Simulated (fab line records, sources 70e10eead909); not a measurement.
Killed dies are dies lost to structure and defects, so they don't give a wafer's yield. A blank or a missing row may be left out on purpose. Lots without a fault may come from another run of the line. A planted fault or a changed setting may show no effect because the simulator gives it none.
Which tool did it? | flow nand_harc | 11 lots, 33 wafers sampled, at 5 steps of a route of 1302

WHAT THE GAUGES READ, wafer by wafer
NHARC_END_SORT_01.
lot  | measured     | on        | killed_at_array
L763 | day 29 07:23 | prober-01 | 675 676 676
L765 | day 29 21:09 | prober-02 | 672 673 672
L770 | day 32 19:56 | prober-01 | 76
L771 | day 33 00:58 | prober-02 | 39 42 40

WHICH TOOL RAN EACH LOT (tool, then ch and the chambers of the sampled wafers, then the start)
lot  | NHARC_A_CHANNEL_HOLE_D1_ETCH_26  | NHARC_A_CHANNEL_HOLE_D1_STRIP_27              | NHARC_A_CHANNEL_FILL_D1_ETCHBACK_20 | NHARC_A_CHANNEL_FILL_D1_STRIP_29
L751 | har_etch-01 ch 0,1, day 8 11:41  | rie_diel-11 ch 0,1, day 9 16:08 or earlier    | rie_diel-06 ch 1,2,3, day 9 16:08   | rie_diel-06 ch 0,3, day 10 12:01
L757 | har_etch-01 ch 0,1, day 11 08:43 | rie_diel-11 ch 0,2,3, day 12 11:08 or earlier | rie_diel-01 ch 0,1, day 12 11:08    | rie_diel-06 ch 2,3, no start
L759 | har_etch-01 ch 0,1, day 12 09:11 | rie_diel-11 ch 1,2,3, day 13 12:52 or earlier | rie_diel-03 ch 0,1,3, day 13 12:52  | rie_diel-01 ch 0,2,3, no start
L760 | har_etch-02 ch 0,1, day 12 10:48 | rie_diel-11 ch 0,1,3, day 13 12:53 or earlier | rie_diel-06 ch 1,2,3, day 13 12:53  | rie_diel-03 ch 0,1,3, no start
L763 | har_etch-02 ch 0,1, day 13 15:47 | rie_diel-11 ch 0,1, day 14 15:02 or earlier   | rie_diel-06 ch 0,1, day 14 15:02    | rie_diel-06 ch 0,1,2, day 29 07:23 or earlier
L765 | har_etch-01 ch 0,1, day 14 15:13 | rie_diel-11 ch 0,2,3, day 15 18:29 or earlier | rie_diel-06 ch 1,2, day 15 18:29    | rie_diel-06 ch 0,1, day 29 21:09 or earlier
L770 | har_etch-01 ch 0,1, day 16 17:04 | rie_diel-11 ch 0,1,2, day 17 20:38 or earlier | rie_diel-03 ch 1,2,3, day 17 20:38  | rie_diel-06 ch 0,1,2, day 32 19:56 or earlier
L771 | har_etch-01 ch 0,1, day 17 09:14 | rie_diel-11 ch 0,2,3, day 18 11:27 or earlier | rie_diel-01 ch 0,1,3, day 18 11:27  | rie_diel-01 ch 0,2,3, day 33 00:58 or earlier
L773 | har_etch-01 ch 0,1, day 17 17:11 | rie_diel-11 ch 0,3, day 18 19:31 or earlier   | rie_diel-03 ch 2,3, day 18 19:31    | rie_diel-01 ch 0,1,3, no start
L772 | har_etch-02 ch 0,1, day 17 20:43 | rie_diel-11 ch 0,1,2, day 18 23:52 or earlier | rie_diel-06 ch 1,2, day 18 23:52    | rie_diel-06 ch 1,3, no start
L774 | har_etch-02 ch 0,1, day 18 05:02 | rie_diel-11 ch 0,2, day 19 09:04 or earlier   | rie_diel-01 ch 0,1,3, day 19 09:04  | rie_diel-01 ch 0,3, no start
- NHARC_A_CHANNEL_HOLE_D1_ETCH_26: etches the open film in C4F8/O2/Ar, time 224.1 s, target depth 300 nm.
- NHARC_A_CHANNEL_HOLE_D1_STRIP_27: strips in O2.
- NHARC_A_CHANNEL_FILL_D1_ETCHBACK_20: etches the open film in C4F8/O2/Ar, target depth 27 nm, time 13.5 s.
- NHARC_A_CHANNEL_FILL_D1_STRIP_29: strips in O2, time 20 s.

THE ANSWER, worked out from the rows above alone
Rule: what is usual is taken from the lots themselves. Put in order of their means at a reading, lots are off if they are a third of the lots or fewer, leave a main group of 4 or more, and stand apart from it by a gap of 3 or more times the standard deviation of the main group's means; of several such gaps the widest counts. A main group whose means are all the same, to the digits that the tables above print for the reading, isn't used. A lot without any number at a reading at which 4 lots or more have one is off too. The other lots that the step has rows for count as sound.
No lot is off at any reading shown: from this, nothing can be told.

WHAT THE SIMULATOR HAD PUT IN
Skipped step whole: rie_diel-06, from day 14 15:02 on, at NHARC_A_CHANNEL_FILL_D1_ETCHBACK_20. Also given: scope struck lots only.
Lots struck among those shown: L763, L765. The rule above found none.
